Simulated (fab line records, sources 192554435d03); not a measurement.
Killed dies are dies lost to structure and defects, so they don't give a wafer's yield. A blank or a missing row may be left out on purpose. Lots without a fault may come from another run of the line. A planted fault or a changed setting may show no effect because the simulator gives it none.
fab line records | flow n5_finfet
record lots=7 wafers=19 last_day=17
route steps=1938 shown MOL_CONTACT_COAG@526 BEOL_M4@1111 PASSIVATION@1936
lots that met no fault: from a run of the same line without faults
start_h: hours from the record's first day to the start of the lot's first wafer shown | wait_h: hours since the lot's step before | " the same as in the row above | L1.1+2: a row that stands for several wafers | - no value, or no start given | * or withheld: withheld | < > ~ a bound
route shown NAME@n: a module of which the file shows steps, and the number in the route of the first | usual: mean/standard deviation of fault-free wafers | same: alike in all rows | chamber/n: place in a boat | sites: the reading at each site | _std_site: their standard deviation | _edge_site: outer sites' mean less inner sites' | radius_mm: how far each site lies from the wafer's centre | mask NAME#n: copy n | behind: the tool/chamber that last shaped the wafer | hold: why the lot was held/for how many hours/how that ended | device: the transistor (n, p or np) that didn't switch | end of line: the same wafers' tests at the end of the route | a step without rows: its recipe alone | killed: dies lost to structure and defects at the first sort, not the wafer's yield | map: a wafer's dies, x killed, . not, _ none there
set.NAME: the setting as run; set.NAME@STEP: as run at that earlier step | model.NAME: the simulator's own value behind a step, which no gauge read
lots at some steps of the route; a table a step, a row a wafer
services: from which hour (start_h, from the record's first day; less than 0 if before it) a tool's chamber was out of use, for how many hours, and why
## steps
# step N5_MOL_CONTACT_COAG_CD_MEAS_08
# recipe target_cd_nm=28 landing_energy_ev=500 detector=se_inlens polarity=opening
# usual cd_nm=28.00/0.23
# columns lot.wafer tool chamber start_h wait_h cd_nm
L298.3 cd_sem-02 0 106.12 - 27.88
L298.5 " 0 " " 28.05
L298.6 " 0 " " 27.91
L301.4 cd_sem-03 0 126.05 - 27.93
L301.5 " 0 " " 27.92
L301.6 " 0 " " 28.12
L311.2 cd_sem-02 0 180.32 - 27.70
L311.4 " 0 " " 27.80
L316.3 cd_sem-02 0 206.64 - 28.23
L316.6 " 0 " " 28.12
L317.2 cd_sem-01 0 213.03 - 28.30
L317.3 " 0 " " 28.26
L317.5 " 0 " " 27.98
L318.1 cd_sem-01 0 222.66 - 27.99
L318.3 " 0 " " 28.05
L318.5 " 0 " " 28.37
L319.1 cd_sem-01 0 226.07 - 28.07
L319.2 " 0 " " 28.24
L319.6 " 0 " " 27.88
# step N5_MOL_CONTACT_COAG_OVL_MEAS_09
# recipe points_per_wafer=522
# usual CA_OVL=0.6/0.62
# columns lot.wafer tool chamber start_h wait_h CA_OVL[nm]
L298.3 overlay-02 0 106.16 0.0 -0.2
L298.5 " 0 " " 1.0
L298.6 " 0 " " 0.6
L301.4 overlay-02 0 126.09 0.0 1.3
L301.5 " 0 " " 0.5
L301.6 " 0 " " 0.1
L311.2 overlay-02 0 180.36 0.0 1.2
L311.4 " 0 " " 0.8
L316.3 overlay-01 0 206.68 0.0 1.3
L316.6 " 0 " " 1.1
L317.2 overlay-01 0 213.06 0.0 0.0
L317.3 " 0 " " 0.8
L317.5 " 0 " " 0.2
L318.1 overlay-01 0 222.69 0.0 0.1
L318.3 " 0 " " 0.5
L318.5 " 0 " " 0.1
L319.1 overlay-01 0 226.10 0.0 1.5
L319.2 " 0 " " 1.4
L319.6 " 0 " " 1.9
# step N5_MOL_CONTACT_COAG_INSPECT_10
# recipe mode=adi inspect_instrument=brightfield
# usual raw_defect_count=65/25
# columns lot.wafer tool chamber start_h wait_h raw_defect_count
L298.3 defect_inspect-02 - 106.20 0.0 38
L298.5 " - " " 52
L298.6 " - " " 48
L301.4 defect_inspect-01 - 126.13 0.0 35
L301.5 " - " " 44
L301.6 " - " " 44
L311.2 defect_inspect-01 - 180.41 0.0 75
L311.4 " - " " 86
L316.3 defect_inspect-02 - 206.72 0.0 70
L316.6 " - " " 52
L317.2 defect_inspect-01 - 213.12 0.0 87
L317.3 " - " " 42
L317.5 " - " " 48
L318.1 defect_inspect-01 - 222.75 0.1 43
L318.3 " - " " 41
L318.5 " - " " 39
L319.1 defect_inspect-01 - 226.16 0.1 48
L319.2 " - " " 20
L319.6 " - " " 62
# step N5_MOL_CONTACT_COAG_DESCUM_13
# recipe chemistry=O2 time_s=7 source_power_w=50 bias_power_w=20 pressure_mtorr=20 rf_frequency_hz=2.712e+07 temp_c=40 resist=CAR-EUV o2_flow_sccm=225
# step N5_MOL_CONTACT_COAG_ETCH_59
# recipe chemistry=N2/H2 target=underlayer target_depth_a=130 mask_material=CAR-EUV time_s=10.4 ion_energy_ev=200 pressure_mtorr=30 source_w=840 bias_w=150 n2_flow_sccm=200 h2_flow_sccm=200 ends=cleared
# usual bias_w=150.0/0.47 drypump_motor_current_A=5.6/0.48 etch_rf_on_time_s=10.39/0.14 oes_product_au=0.68/0.086 rf_vpp_V=524.1/2.1 showerhead_plenum_p_Torr=2.56/0.072 throttle_valve_pct=17.87/0.22
# columns lot.wafer tool chamber start_h wait_h bias_w drypump_motor_current_A etch_rf_on_time_s oes_product_au rf_hours_counter_h rf_vpp_V showerhead_plenum_p_Torr throttle_valve_pct
L298.3 rie_diel-01 0 106.27 0.0 150.4 5.4 10.57 0.58 241 524.9 2.62 18.43
L298.5 " 1 " " 149.6 4.9 10.62 0.57 - 521.8 2.50 17.95
L298.6 " 2 " " 150.3 5.5 10.32 0.64 - 524.0 2.54 17.70
L301.4 rie_diel-01 1 126.20 0.0 150.5 4.9 10.27 0.85 1 521.5 2.50 17.52
L301.5 " 0 " " 149.7 5.4 10.68 0.58 - 525.0 2.62 18.43
L301.6 " 3 " " 149.6 5.8 10.44 0.80 - 523.6 2.61 17.67
L311.2 rie_diel-01 1 180.48 0.0 149.9 4.9 10.34 0.78 24 521.7 2.49 17.55
L311.4 " 2 " " 149.5 5.5 10.43 0.62 178 523.0 2.53 17.74
L316.3 rie_diel-01 2 206.79 0.0 149.5 5.5 10.49 0.61 187 523.0 2.53 17.78
L316.6 " 1 " " 150.3 4.8 10.35 0.76 - 522.5 2.49 17.59
L317.2 rie_diel-01 3 213.18 0.0 150.1 5.8 10.33 0.76 44 524.8 2.60 17.71
L317.3 " 2 " " 149.8 5.5 10.29 0.62 189 523.1 2.52 17.78
L317.5 " 3 " " 149.7 5.8 10.39 0.76 - 526.1 2.60 17.72
L318.1 rie_diel-06 3 222.82 0.0 149.3 6.8 10.62 0.62 186 528.1 2.63 17.87
L318.3 " 1 " " 150.5 5.3 10.57 0.57 246 523.4 2.50 17.96
L318.5 " 0 " " 149.0 5.5 10.52 0.63 - 527.0 2.65 17.99
L319.1 rie_diel-06 2 226.50 0.0 150.0 5.4 10.37 0.78 21 521.9 2.49 17.66
L319.2 " 0 " " 149.9 5.5 10.45 0.64 157 525.8 2.65 18.00
L319.6 " 1 " " 150.0 5.4 10.50 0.58 - 523.7 2.50 17.97
# step N5_MOL_CONTACT_COAG_ETCH_105
# recipe chemistry=CF4 target=SiARC target_depth_a=156 mask_material=CAR-EUV time_s=26 ion_energy_ev=80 pressure_mtorr=40 source_w=545 bias_w=36 Ar_flow_sccm=100 cf4_flow_sccm=100 ends=cleared
# usual bias_w=36.00/0.12 drypump_motor_current_A=5.6/0.48 etch_rf_on_time_s=26.0/0.34 oes_product_au=0.68/0.086 rf_vpp_V=184.3/1.1 showerhead_plenum_p_Torr=2.15/0.055 throttle_valve_pct=15.62/0.22
# columns lot.wafer tool chamber start_h wait_h bias_w drypump_motor_current_A etch_rf_on_time_s oes_product_au rf_hours_counter_h rf_vpp_V showerhead_plenum_p_Torr throttle_valve_pct
L298.3 rie_diel-01 0 106.29 0.0 36.12 5.3 26.3 0.59 241 184.0 2.20 16.13
L298.5 " 1 " " 35.76 4.8 26.6 0.58 - 183.7 2.11 15.71
L298.6 " 2 " " 36.21 5.5 25.7 0.64 - 182.8 2.15 15.47
L301.4 rie_diel-01 1 126.22 0.0 36.07 4.9 25.2 0.85 1 185.1 2.11 15.23
L301.5 " 0 " " 35.95 5.4 26.2 0.59 - 185.4 2.20 16.15
L301.6 " 3 " " 36.06 5.8 25.7 0.82 - 184.9 2.18 15.38
L311.2 rie_diel-01 1 180.50 0.0 35.97 4.9 25.7 0.78 24 183.1 2.10 15.27
L311.4 " 2 " " 36.01 5.5 26.4 0.61 178 183.3 2.13 15.53
L316.3 rie_diel-01 2 206.81 0.0 36.05 5.5 26.2 0.60 187 184.8 2.13 15.55
L316.6 " 1 " " 35.80 4.8 25.9 0.76 - 182.7 2.10 15.29
L317.2 rie_diel-01 3 213.20 0.0 35.87 5.8 26.4 0.75 44 185.2 2.17 15.45
L317.3 " 2 " " 36.09 5.5 26.5 0.61 189 185.6 2.13 15.55
L317.5 " 3 " " 35.95 5.8 26.2 0.76 - 185.4 2.17 15.46
L318.1 rie_diel-06 3 222.84 0.0 36.01 6.8 26.0 0.63 186 184.3 2.21 15.73
L318.3 " 1 " " 35.96 5.3 26.0 0.59 246 182.8 2.11 15.74
L318.5 " 0 " " 35.85 5.5 26.2 0.63 - 186.3 2.22 15.79
L319.1 rie_diel-06 2 226.52 0.0 35.86 5.4 25.9 0.78 21 185.0 2.10 15.42
L319.2 " 0 " " 35.83 5.5 25.8 0.63 157 186.5 2.22 15.78
L319.6 " 1 " " 35.79 5.3 25.9 0.58 - 184.0 2.11 15.77
# step N5_MOL_CONTACT_COAG_ETCH_106
# recipe chemistry=N2/H2 target=SOC target_depth_a=800 overetch_a=160 mask_material=SiARC temp_c=40 time_s=120 ion_energy_ev=200 pressure_mtorr=30 source_w=840 bias_w=150 n2_flow_sccm=200 h2_flow_sccm=200
# usual bias_w=150.0/0.45 drypump_motor_current_A=5.6/0.48 oes_product_au=0.71/0.087 rf_vpp_V=524.2/2.1 showerhead_plenum_p_Torr=2.56/0.072 throttle_valve_pct=17.84/0.22
# columns lot.wafer tool chamber start_h wait_h bias_w drypump_motor_current_A oes_product_au rf_hours_counter_h rf_vpp_V showerhead_plenum_p_Torr throttle_valve_pct
L298.3 rie_diel-01 0 106.32 0.0 150.5 5.3 0.62 241 526.3 2.62 18.41
L298.5 " 1 " " 150.2 4.9 0.62 - 523.5 2.50 17.91
L298.6 " 2 " " 149.8 5.5 0.67 - 523.2 2.54 17.66
L301.4 rie_diel-01 1 126.25 0.0 149.7 4.9 0.88 1 522.0 2.50 17.49
L301.5 " 0 " " 149.9 5.4 0.62 - 525.2 2.62 18.40
L301.6 " 3 " " 149.7 5.8 0.84 - 524.8 2.61 17.65
L311.2 rie_diel-01 1 180.53 0.0 150.4 4.8 0.80 24 522.9 2.49 17.53
L311.4 " 2 " " 149.4 5.5 0.65 178 524.7 2.53 17.73
L316.3 rie_diel-01 2 206.84 0.0 150.4 5.5 0.65 187 522.5 2.53 17.77
L316.6 " 1 " " 149.8 4.8 0.79 - 523.0 2.49 17.54
L317.2 rie_diel-01 3 213.23 0.0 149.5 5.8 0.79 44 525.2 2.60 17.71
L317.3 " 2 " " 149.4 5.5 0.64 189 522.5 2.52 17.73
L317.5 " 3 " " 149.8 5.8 0.78 - 525.4 2.60 17.69
L318.1 rie_diel-06 3 222.87 0.0 149.2 6.8 0.66 186 526.6 2.63 17.85
L318.3 " 1 " " 149.6 5.3 0.61 246 523.3 2.50 17.93
L318.5 " 0 " " 150.5 5.5 0.66 - 526.1 2.65 17.96
L319.1 rie_diel-06 2 226.55 0.0 149.9 5.4 0.81 21 521.2 2.49 17.62
L319.2 " 0 " " 149.8 5.5 0.67 157 528.2 2.65 17.97
L319.6 " 1 " " 150.3 5.3 0.61 - 523.6 2.50 17.94
# step N5_MOL_CONTACT_COAG_STRIP_107
# recipe chemistry=N2/H2 temp_c=40 n2_flow_sccm=200 h2_flow_sccm=200 rf_frequency_hz=6e+07
# step N5_MOL_CONTACT_COAG_STRIP_108
# recipe chemistry=N2/H2 temp_c=40 n2_flow_sccm=200 h2_flow_sccm=200 rf_frequency_hz=6e+07
# step N5_MOL_CONTACT_COAG_CONTACT_ETCH_14
# recipe chemistry=C4F6/O2 target=SiO2 target_depth_a=275 overetch_a=85 mask_material=SOC pressure_mtorr=30 source_w=370 bias_w=185 Ar_flow_sccm=300 C4F6_flow_sccm=16 O2_flow_sccm=10 time_s=20 ion_energy_ev=259.6
# step N5_MOL_CONTACT_COAG_STRIP_109
# recipe chemistry=C4F6/O2 resist=SiARC rf_frequency_hz=6e+07
# step N5_MOL_CONTACT_COAG_ETCH_15
# recipe chemistry=CH3F/O2 target=SiNx target_depth_a=70 mask_material=SOC stop_on=Si:P over_etch_frac=0.75 ion_energy_ev=120 pressure_mtorr=30 source_w=395 bias_w=73 Ar_flow_sccm=150 CH3F_flow_sccm=30 O2_flow_sccm=20
# usual bias_w=73.01/0.22 drypump_motor_current_A=5.6/0.48 oes_product_au=0.58/0.071 rf_vpp_V=295.2/2.2 showerhead_plenum_p_Torr=2.01/0.054 throttle_valve_pct=16.35/0.22
# columns lot.wafer tool chamber start_h wait_h bias_w drypump_motor_current_A oes_product_au rf_hours_counter_h rf_vpp_V showerhead_plenum_p_Torr throttle_valve_pct
L298.3 rie_diel-01 0 106.45 0.0 72.81 5.3 0.51 241 297.1 2.06 16.86
L298.5 " 1 " " 72.98 4.8 0.50 - 293.8 1.97 16.44
L298.6 " 2 " " 73.21 5.5 0.55 - 298.6 2.01 16.21
L301.4 rie_diel-01 1 126.38 0.0 73.13 4.9 0.72 1 291.3 1.97 15.97
L301.5 " 0 " " 73.05 5.4 0.51 - 295.6 2.06 16.87
L301.6 " 3 " " 72.61 5.7 0.69 - 294.1 2.04 16.13
L311.2 rie_diel-01 1 180.66 0.0 73.01 4.8 0.66 24 292.2 1.96 16.00
L311.4 " 2 " " 72.86 5.5 0.53 178 296.5 2.00 16.28
L316.3 rie_diel-01 2 206.97 0.0 73.27 5.5 0.52 187 295.7 2.00 16.29
L316.6 " 1 " " 73.06 4.9 0.66 - 291.7 1.96 16.02
L317.2 rie_diel-01 3 213.37 0.0 73.05 5.8 0.65 44 292.9 2.03 16.17
L317.3 " 2 " " 73.18 5.5 0.53 189 297.5 1.99 16.30
L317.5 " 3 " " 72.66 5.8 0.64 - 292.4 2.03 16.20
L318.1 rie_diel-06 3 223.00 0.0 72.98 6.8 0.54 186 295.4 2.07 16.45
L318.3 " 1 " " 72.94 5.3 0.50 246 291.0 1.97 16.48
L318.5 " 0 " " 73.37 5.5 0.55 - 299.4 2.08 16.49
L319.1 rie_diel-06 2 226.68 0.0 73.07 5.4 0.66 21 292.9 1.97 16.19
L319.2 " 0 " " 72.98 5.5 0.54 157 296.1 2.08 16.49
L319.6 " 1 " " 72.92 5.3 0.50 - 292.5 1.97 16.48
# step N5_MOL_CONTACT_COAG_ETCH_110
# recipe chemistry=CF4/O2 target=Si target_depth_a=25 time_s=8 pressure_mtorr=100 source_w=200 bias_w=12 ion_energy_ev=60 Ar_flow_sccm=100 cf4_flow_sccm=100 O2_flow_sccm=10
# usual bias_w=11.99/0.031 drypump_motor_current_A=5.6/0.49 oes_product_au=0.79/0.1 rf_vpp_V=126.3/1.2 showerhead_plenum_p_Torr=2.23/0.056 throttle_valve_pct=10.77/0.27
# columns lot.wafer tool chamber start_h wait_h bias_w drypump_motor_current_A oes_product_au rf_hours_counter_h rf_vpp_V showerhead_plenum_p_Torr throttle_valve_pct model.etch.depth_nm model.SOC_of_MOL_CONTACT_COAG_COAT_103.thk_nm
L298.3 rie_diel-01 0 106.51 0.0 11.98 5.4 0.69 241 126.6 2.28 11.33 2.433 74
L298.5 " 1 " " 12.05 4.8 0.68 - 126.0 2.19 10.99 2.434 74.2
L298.6 " 2 " " 12.00 5.5 0.75 - 127.6 2.23 10.66 2.484 73.8
L301.4 rie_diel-01 1 126.44 0.0 12.01 4.8 0.99 1 125.2 2.19 10.25 2.538 74
L301.5 " 0 " " 11.98 5.3 0.68 - 128.0 2.28 11.36 2.433 74.2
L301.6 " 3 " " 11.99 5.8 0.96 - 124.8 2.27 10.42 2.524 73.8
L311.2 rie_diel-01 1 180.72 0.0 12.00 4.9 0.78 24 126.0 2.18 10.35 1.933 74.2
L311.4 " 2 " " 12.01 5.5 0.71 178 128.6 2.22 10.75 2.44 74
L316.3 rie_diel-01 2 207.03 0.0 12.01 5.5 0.62 187 127.8 2.21 10.78 1.941 74.2
L316.6 " 1 " " 12.02 4.8 0.89 - 124.8 2.18 10.36 2.499 73.8
L317.2 rie_diel-01 3 213.43 0.0 11.94 5.8 0.77 44 124.8 2.26 10.52 1.955 74.2
L317.3 " 2 " " 11.99 5.5 0.62 189 126.8 2.21 10.78 1.944 74.4
L317.5 " 3 " " 12.01 5.8 0.89 - 125.5 2.26 10.53 2.51 74
L318.1 rie_diel-06 3 223.06 0.0 11.99 6.8 0.74 186 126.4 2.29 10.93 2.508 73.8
L318.3 " 1 " " 11.99 5.3 0.68 246 124.8 2.19 10.99 2.502 73.8
L318.5 " 0 " " 12.00 5.5 0.75 - 126.3 2.31 10.92 2.498 74
L319.1 rie_diel-06 2 226.74 0.0 12.00 5.4 0.90 21 124.7 2.18 10.48 2.472 73.6
L319.2 " 0 " " 12.03 5.5 0.74 157 127.7 2.31 10.94 2.49 73.8
L319.6 " 1 " " 11.99 5.3 0.68 - 125.7 2.19 11.01 2.482 73.8
# step N5_MOL_CONTACT_COAG_STRIP_98
# recipe chemistry=N2/H2 power_w=500 temp_c=40 pressure_mtorr=50 rf_frequency_hz=6e+07 overash_fraction=0.3 bias_power_w=8 h2_frac=0.5 n2_flow_sccm=300 h2_flow_sccm=300
# usual drypump_motor_current_A=5.6/0.48 oes_product_au=0.79/0.1 rf_vpp_V=54.3/1.5 showerhead_plenum_p_Torr=3.37/0.092 throttle_valve_pct=18.89/0.27
# columns lot.wafer tool chamber start_h wait_h drypump_motor_current_A oes_product_au rf_hours_counter_h rf_vpp_V showerhead_plenum_p_Torr throttle_valve_pct
L298.3 rie_diel-01 0 106.56 0.0 5.4 0.68 241 54.0 3.46 19.46
L298.5 " 1 " " 4.9 0.67 - 56.5 3.30 19.06
L298.6 " 2 " " 5.5 0.75 - 53.8 3.36 18.84
L301.4 rie_diel-01 1 126.49 0.0 4.9 1.00 1 53.1 3.30 18.68
L301.5 " 0 " " 5.3 0.68 - 55.4 3.46 19.45
L301.6 " 3 " " 5.8 0.95 - 52.9 3.44 18.59
L311.2 rie_diel-01 1 180.77 0.0 4.9 0.92 24 52.7 3.29 18.69
L311.4 " 2 " " 5.5 0.73 178 54.3 3.34 18.92
L316.3 rie_diel-01 2 207.08 0.0 5.5 0.71 187 54.0 3.34 18.91
L316.6 " 1 " " 4.9 0.90 - 51.7 3.29 18.72
L317.2 rie_diel-01 3 213.48 0.0 5.8 0.88 44 56.4 3.43 18.64
L317.3 " 2 " " 5.5 0.72 189 55.5 3.34 18.92
L317.5 " 3 " " 5.8 0.88 - 56.6 3.43 18.66
L318.1 rie_diel-06 3 223.11 0.0 6.8 0.74 186 54.6 3.47 18.61
L318.3 " 1 " " 5.4 0.68 246 54.8 3.31 18.97
L318.5 " 0 " " 5.5 0.74 - 52.4 3.49 18.96
L319.1 rie_diel-06 2 226.79 0.0 5.4 0.89 21 54.4 3.30 18.52
L319.2 " 0 " " 5.5 0.75 157 56.1 3.49 18.97
L319.6 " 1 " " 5.4 0.67 - 53.6 3.31 18.98
# step N5_BEOL_M4_RC_MEAS_101
# usual DIBL_N=36.4/1.5 DIBL_P=36.6/1.9 IOFF_N=0.155/0.021 IOFF_P=0.211/0.028 ION_N=671/8.6 ION_P=462/5.8 SS_N=71.5/0.5 SS_P=73.4/0.58 VT_N=250.1/2.4 VT_P=-250.1/3
# columns lot.wafer tool chamber start_h wait_h DIBL_N[mV/V] DIBL_P[mV/V] IOFF_N[nA/um] IOFF_P[nA/um] ION_N[uA/um] ION_P[uA/um] SS_N[mV/dec] SS_P[mV/dec] VT_N[mV] VT_P[mV]
L298.3 prober-01 0 179.06 0.3 35.9 36.5 0.143 0.221 666 461 70.9 73.6 250.6 -248.7
L298.5 " 0 " " 34.2 35.0 0.128 0.202 666 466 70.9 73.0 251.3 -247.3
L298.6 " 0 " " 35.9 36.7 0.141 0.229 668 465 71.8 73.9 249.9 -247.0
L301.4 prober-01 0 191.08 0.5 34.7 35.2 0.135 0.227 659 461 71.0 73.1 252.8 -248.1
L301.5 " 0 " " 33.6 33.5 0.119 0.195 660 462 71.0 72.6 255.6 -248.2
L301.6 " 0 " " 33.8 33.9 0.128 0.205 658 452 70.2 72.9 253.1 -251.0
L311.2 prober-02 0 253.29 0.2 38.5 39.2 0.184 0.264 688 472 71.7 74.0 246.4 -246.9
L311.4 " 0 " " 36.7 36.6 0.153 0.218 681 468 71.5 73.7 247.8 -251.6
L316.3 prober-01 0 284.26 0.3 35.8 36.7 0.145 0.199 674 465 71.0 73.8 250.3 -251.0
L316.6 " 0 " " 36.7 37.9 0.158 0.207 665 453 72.0 74.0 250.0 -247.9
L318.1 prober-01 0 297.26 0.0 35.2 35.6 0.151 0.193 671 461 72.0 72.9 250.0 -251.9
L318.3 " 0 " " 34.2 34.3 0.145 0.181 672 460 71.6 72.7 252.7 -252.8
L318.5 " 0 " " 33.5 33.9 0.131 0.171 664 457 71.2 72.7 252.5 -252.1
L317.2 prober-01 0 303.97 0.2 38.0 39.2 0.164 0.233 662 459 72.0 74.1 253.2 -247.7
L317.3 " 0 " " 38.0 39.1 0.172 0.230 679 470 71.4 73.5 248.9 -248.4
L317.5 " 0 " " 39.2 40.8 0.197 0.266 677 465 71.9 74.4 247.6 -245.2
L319.1 prober-02 0 308.25 0.0 34.5 34.4 0.117 0.138 674 460 70.9 72.5 252.8 -259.8
L319.2 " 0 " " 36.2 35.8 0.140 0.153 675 455 71.0 73.1 251.5 -257.3
L319.6 " 0 " " 37.7 38.3 0.170 0.188 680 454 70.7 74.0 247.1 -252.9
# step N5_PASSIVATION_PROBE_49
# usual defect_limited_yield=91.5/1.4 killed_at_M0_to_M3=33/10 killed_at_M4_up=13/5 killed_at_contacts=13/5.6 killed_at_front_end=38/12 killed_at_other=3.9/2.7 killed_dies=100/16 killed_open=66/13 killed_short=32/7.2 sort_bin_5_function=5.0/0.97 sort_bin_6_memory=3.2/0.61 sort_n_pass=1080/16 sort_yield_pct=91.5/1.4
# same gross_dies=1180 killed_at_back_side=0 sort_bin_4_leakage[%]=0 sort_bin_8_speed[%]=0
# columns lot.wafer tool chamber start_h wait_h defect_limited_yield[%] killed_at_M0_to_M3 killed_at_M4_up killed_at_contacts killed_at_front_end killed_at_other killed_dies killed_open killed_short sort_bin_5_function[%] sort_bin_6_memory[%] sort_n_pass sort_yield_pct[%]
L311.2 prober-02 - 356.80 0.1 90.5 34 16 8 52 2 112 66 40 5.0 3.9 1068 90.5
L311.4 prober-02 - 356.90 0.2 92.3 49 10 7 20 5 91 66 22 5.1 2.5 1089 92.3
# killed by level:class
L311.2 FIN_SAQP:geometric_particle:short=17 FIN_SAQP:geometric_particle:open=9 MOL_CONTACT_COAG:geometric_particle:open=7 BEOL_M3:geometric_particle:open=7 GATE_CUT:geometric_particle:short=6 BEOL_M0_SAQP:geometric_particle:open=6 BEOL_M1:geometric_particle:open=6 BEOL_M4:geometric_particle:open=6
L311.4 BEOL_M3:geometric_particle:open=17 BEOL_M1:geometric_particle:open=10 BEOL_M2:geometric_particle:open=8 MOL_CONTACT_COAG:geometric_particle:open=6 BEOL_M4:geometric_particle:open=5 STARTING-WAFER:geometric_particle:short=3 GATE_CUT:geometric_particle:short=3 BEOL_M0_SAQP:geometric_particle:short=3
## services
# columns tool chamber start_h hours kind
rie_diel-01 1 86.89 2.2 repair
rie_diel-06 3 95.74 5.3 repair
rie_diel-06 1 102.17 2.4 repair
rie_diel-01 - 104.58 0.5 repair
rie_diel-01 1 107.44 - clean
rie_diel-01 1 107.44 - consumable_replace:focus_ring
rie_diel-01 1 107.44 16.2 scheduled_down
rie_diel-01 1 107.44 16.2 vent_cycle
rie_diel-06 0 118.56 6.0 repair
rie_diel-01 0 128.57 - clean
rie_diel-01 0 128.57 - consumable_replace:focus_ring
rie_diel-01 0 128.57 21.9 scheduled_down
rie_diel-01 0 128.57 21.9 vent_cycle
rie_diel-06 2 150.22 - clean
rie_diel-06 2 150.22 - consumable_replace:focus_ring
rie_diel-06 2 150.22 14.8 scheduled_down
rie_diel-06 2 150.22 14.8 vent_cycle
## key
first_sign none at tools or gauges
model_effect step=N5_MOL_CONTACT_COAG_ETCH_110 value=etch.depth_nm without=2.489 struck=1.944
met_at N5_MOL_CONTACT_COAG_ETCH_110
struck_wafers L311.2,L316.3,L317.2,L317.3
onset_between 126.44 180.72
fault kind=process_parameter_drift tool=rie_diel-01 chamber=- onset_h=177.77 steps=N5_MOL_CONTACT_COAG_ETCH_110 channel=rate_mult offset=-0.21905 shape=step end_h=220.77 scope=struck_wafers_only
